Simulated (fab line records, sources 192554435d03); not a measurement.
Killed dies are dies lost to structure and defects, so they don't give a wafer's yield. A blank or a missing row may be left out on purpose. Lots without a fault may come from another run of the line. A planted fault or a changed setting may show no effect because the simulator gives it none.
Split-lot experiment | flow n5_finfet | 7 lots, 21 wafers read, on a route of 1938 steps

THE SPLIT
At N5_FIN_CUT_CUT_ETCH_26 (etches SiNx in CH3F/O2, target depth 39 nm, time 55.7 s), the setting time_s was moved away from the recipe's 55.7 s on 10 of the 21 wafers read, by -15.4% to +10.3%. The other wafers ran this setting at the recipe's value.

The reading is taken at the split's own step.

THE READING
SOC_of_FIN_CUT_COAT_18.thk_nm (the simulator's own value, which no gauge read), in nm, at N5_FIN_CUT_CUT_ETCH_26 (etches SiNx in CH3F/O2, target depth 39 nm, time 55.7 s). The file gives no usual value for it. The 11 wafers here that ran the recipe average 211.5 nm, standard deviation 0.86 nm.

wafer  | tool, chamber at the split | time_s as run, s | against the recipe | SOC_of_FIN_CUT_COAT_18.thk_nm, nm | against lot-mates on the recipe
L080.1 | rie_diel-02, 3             | 55.7             | recipe             | 211.8                             | -
L080.3 | rie_diel-02, 1             | 55.7             | recipe             | 211                               | -
L080.5 | rie_diel-02, 2             | 55.7             | recipe             | 211.4                             | -
L083.4 | rie_diel-03, 0             | 55.7             | recipe             | 210.8                             | -
L083.5 | rie_diel-03, 1             | 55.7             | recipe             | 210.2                             | -
L083.6 | rie_diel-03, 2             | 55.7             | recipe             | 211.2                             | -
L086.4 | rie_diel-04, 2             | 49.57            | -11.0%             | 215                               | +2.0
L086.5 | rie_diel-04, 3             | 55.7             | recipe             | 213                               | -
L086.6 | rie_diel-04, 2             | 49.57            | -11.0%             | 215                               | +2.0
L090.2 | rie_diel-02, 1             | 47.15            | -15.4%             | 213                               | +2.4
L090.3 | rie_diel-02, 2             | 55.7             | recipe             | 210.6                             | -
L090.4 | rie_diel-02, 3             | 47.15            | -15.4%             | 213.8                             | +3.2
L093.1 | rie_diel-02, 3             | 51.76            | -7.1%              | 212.8                             | no lot-mate on the recipe
L093.2 | rie_diel-02, 2             | 51.76            | -7.1%              | 213.4                             | no lot-mate on the recipe
L093.5 | rie_diel-02, 2             | 51.76            | -7.1%              | 211.8                             | no lot-mate on the recipe
L096.1 | rie_diel-04, 2             | 51.74            | -7.1%              | 213                               | +1.6
L096.2 | rie_diel-04, 3             | 51.74            | -7.1%              | 211.4                             | +0.0
L096.3 | rie_diel-04, 0             | 55.7             | recipe             | 211.4                             | -
L097.3 | rie_diel-04, 1             | 61.41            | +10.3%             | 210.6                             | -2.0
L097.4 | rie_diel-04, 0             | 55.7             | recipe             | 212.6                             | -
L097.5 | rie_diel-04, 0             | 55.7             | recipe             | 212.6                             | -

THE FIT
A straight line over all 21 wafers: SOC_of_FIN_CUT_COAT_18.thk_nm changes by -0.159 nm for each +1% of time_s; r = -0.72; the points scatter about the line by 0.98 nm.
The same after taking each lot's own level away (the mean of its wafers on the recipe; 18 wafers): -0.179 nm for each +1%; r = -0.94; scatter 0.42 nm.
On that fit, the largest move of time_s shifts the reading by 2.8 nm.
The lots' own levels span 210.60 to 213.00 nm, that is 2.8 times the standard deviation above.
So the lot-to-lot level blurs the effect unless lot-mates are compared.
Check: with one of the wafers moved furthest among these (-15.4%) left out of the fit, the line predicts +2.8 nm for it against its lot-mates. It came out at +2.4 nm against them.

OTHER SPLITS ON THESE WAFERS
These wafers also went through other splits before the reading. Each is held against what the fit with the lots' levels taken away leaves over:
other split on the same wafers             | wafers away from the commonest value | r with SOC_of_FIN_CUT_COAT_18.thk_nm (lot level and that fit taken away)
N5_WELL_APT_PEB_23 peb_temp_c              | 6                                    | -0.64
N5_WELL_APT_DESCUM_30 time_s               | 7                                    | -0.31
N5_FIN_SAQP_ALD_61 temp_c                  | 11                                   | -0.25
N5_FIN_SAQP_PECVD_06 time_s                | 8                                    | +0.40
N5_FIN_SAQP_MANDREL_ETCH_22 over_etch_frac | 11                                   | -0.33

THE WHOLE CHAIN: every reading that the file lists as answering this split, in the file's order
step                   | what it does                                            | reading                                                                        | change (the file's fit)               | r (the file's)
N5_FIN_CUT_CUT_ETCH_26 | etches SiNx in CH3F/O2, target depth 39 nm, time 55.7 s | etch.depth_nm (the simulator's own value, which no gauge read)                 | +0.398 nm for each +1% of the setting | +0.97
N5_FIN_CUT_CUT_ETCH_26 | etches SiNx in CH3F/O2, target depth 39 nm, time 55.7 s | SOC_of_FIN_CUT_COAT_18.thk_nm (the simulator's own value, which no gauge read) | -0.178 nm for each +1% of the setting | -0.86

THE FILE'S OWN FIT
SOC_of_FIN_CUT_COAT_18.thk_nm changes by -0.178 nm for each +1% of time_s, r = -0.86.
